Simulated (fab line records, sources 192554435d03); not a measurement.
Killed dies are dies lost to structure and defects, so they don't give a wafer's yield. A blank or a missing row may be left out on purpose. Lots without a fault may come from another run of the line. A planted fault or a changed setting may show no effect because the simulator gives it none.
Chamber matching | flow n5_finfet | N5_BEOL_M10_CURE_71 on uv_cure-03: 3 sister chambers
The step cures SiCOH lowk, time 240 s. 6 wafers are shown with their chamber, then 11 later ones without.

WAFERS WITH THEIR CHAMBER
wafer  | chamber | lamp_power_pct (%) | wafer_temp_C_max
L082.4 | 2       | 52.25              | 387.8
L082.6 | 2       | 52.30              | 386.9
L085.6 | 1       | 52.40              | 386.5
L088.5 | 0       | 52.38              | 387.5
L088.6 | 0       | 52.34              | 387.0
L087.1 | 1       | 52.36              | 386.5

WAFERS WITHOUT THEIR CHAMBER
wafer  | lamp_power_pct (%) | wafer_temp_C_max
L087.2 | 52.32              | 387.1
L087.5 | 52.40              | 387.4
L092.2 | 52.42              | 386.3
L092.3 | 52.21              | 387.3
L092.6 | 52.39              | 387.7
L091.1 | 52.37              | 386.6
L091.4 | 52.36              | 386.8
L091.5 | 52.30              | 386.2
L094.2 | 52.31              | 387.3
L094.3 | 52.39              | 387.6
L094.4 | 52.37              | 387.4

WHICH CHAMBER EACH WENT THROUGH
wafer  | from the rows above          | in truth
L087.2 | can't be placed: 0 or 2 or 1 | 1
L087.5 | can't be placed: 0 or 1      | 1
L092.2 | can't be placed: 1 or 0      | 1
L092.3 | 2                            | 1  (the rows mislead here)
L092.6 | can't be placed: 0 or 1      | 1
L091.1 | can't be placed: 1 or 0      | 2
L091.4 | can't be placed: 1 or 0      | 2
L091.5 | can't be placed: 1 or 2 or 0 | 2
L094.2 | can't be placed: 2 or 0 or 1 | 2
L094.3 | can't be placed: 0 or 1      | 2
L094.4 | can't be placed: 0 or 1      | 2
Placed correctly: 0 of 11. Can't be placed from these rows: 10 (the true chamber is among the candidates in 6). Placed wrongly: 1.
How it was worked out, from the rows above alone: a wafer's distance from a chamber is the root of the sum, over the readings, of the square of ((its reading less the chamber's mean) divided by the reading's scatter). The wafer belongs to the nearest chamber; if the next one is less than 2 further off, it can't be placed. A chamber's mean is the mean of its shown wafers. The scatter: the root of (the sum of the squares of (reading less its chamber's mean) over the shown wafers, divided by (wafers less chambers)).
